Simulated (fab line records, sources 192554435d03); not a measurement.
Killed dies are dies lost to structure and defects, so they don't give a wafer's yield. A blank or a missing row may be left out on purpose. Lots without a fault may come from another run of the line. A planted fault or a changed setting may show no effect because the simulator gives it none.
One fault seen from 2 desks | flow n5_finfet | each desk has only its own numbers; what lay behind them comes last

THE TOOL OWNER'S DESK: ald_metal-02
The tool's own readings at N5_BEOL_M4_ALD_84 (deposits TaN, pulse time 2 s, purge time 3 s, co reactant purge time 2 s): means of the sampled wafers that have a number, for each lot that ran on this tool. A lot is out of limits, marked OUT, if its mean lies more than 4 standard deviations from the usual mean; the brackets give that distance.
Columns: A = heater_power_w at N5_BEOL_M4_ALD_84, usual 407 W
lot  | first seen here | A
L884 | day 8 01:29     | 394
L888 | day 8 20:23     | 415
L892 | day 10 14:35    | 403
L895 | day 11 00:33    | 385
This desk's finding: nothing out of limits on any of the 4 lots.

THE METROLOGY DESK
What the gauges read, lot by lot, whatever tool the lot ran on: means of the sampled wafers that have a number. A lot is out of limits, marked OUT, if its mean lies more than 4 standard deviations from the usual mean; the brackets give that distance. Of its 12 readings 7 are shown: the one that was out of limits first, and those that lie furthest out on some lot.
Columns: A = COMB_M4_max_site at N5_BEOL_M4_RC_MEAS_101, usual 8.2e-11 S/m; B = DIBL_N at N5_BEOL_M4_RC_MEAS_101, usual 35.9 mV/V; C = DIBL_P at N5_BEOL_M4_RC_MEAS_101, usual 35.9 mV/V; D = IOFF_N at N5_BEOL_M4_RC_MEAS_101, usual 0.155 nA/um; E = ION_P at N5_BEOL_M4_RC_MEAS_101, usual 460 uA/um; F = VT_N at N5_BEOL_M4_RC_MEAS_101, usual 250.0 mV; G = VT_P at N5_BEOL_M4_RC_MEAS_101, usual -251.6 mV
lot  | first seen here | A                  | B    | C    | D     | E   | F     | G
L884 | day 8 04:57     | 8.6e-11            | 34.8 | 34.0 | 0.132 | 457 | 254.1 | -250.2
L885 | day 8 14:56     | 9.7e-11            | 35.6 | 34.9 | 0.151 | 469 | 250.6 | -248.0
L888 | day 8 23:53     | 8.5e-11            | 34.6 | 36.4 | 0.151 | 456 | 251.9 | -253.8
L892 | day 10 18:28    | 2.2e-10 (+6.1) OUT | 33.9 | 32.8 | 0.129 | 457 | 250.8 | -252.7
L895 | day 11 05:29    | 2.2e-10 (+6.1) OUT | 36.2 | 34.4 | 0.136 | 459 | 251.2 | -254.1
L897 | day 11 12:03    | 8.6e-11            | 37.0 | 36.5 | 0.184 | 464 | 246.2 | -248.3
L899 | day 12 05:29    | 7.4e-11            | 38.3 | 36.3 | 0.162 | 460 | 249.1 | -251.5
L898 | day 12 10:29    | 9.1e-11            | 36.5 | 37.6 | 0.166 | 474 | 247.9 | -245.9
L904 | day 13 16:23    | 5.2e-11            | 36.2 | 38.3 | 0.208 | 465 | 243.9 | -249.2
L905 | day 13 18:04    | 5.8e-11            | 36.0 | 35.3 | 0.148 | 455 | 250.5 | -253.2
This desk's finding: out of limits on L892, L895; first on L892, day 10 18:28 (COMB_M4_max_site at N5_BEOL_M4_RC_MEAS_101). In limits: L884, L885, L888, L897, L899, L898, L904, L905.

PUT TOGETHER
The metrology desk could have raised an alarm at day 10 18:28, on L892, L895.
The tool owner's desk saw nothing out of limits.
The tool owner's desk has L892, L895 on record, within its limits.
Of the lots named, all ran N5_BEOL_M4_ALD_84 on ald_metal-02.

WHAT THE SIMULATOR HAD PUT IN
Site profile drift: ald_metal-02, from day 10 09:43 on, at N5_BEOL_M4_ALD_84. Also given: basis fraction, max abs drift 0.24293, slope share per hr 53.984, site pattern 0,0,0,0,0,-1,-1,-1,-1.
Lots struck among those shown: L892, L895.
Hours from the fault's start to each desk's first reading out of limits: the metrology desk, 9.
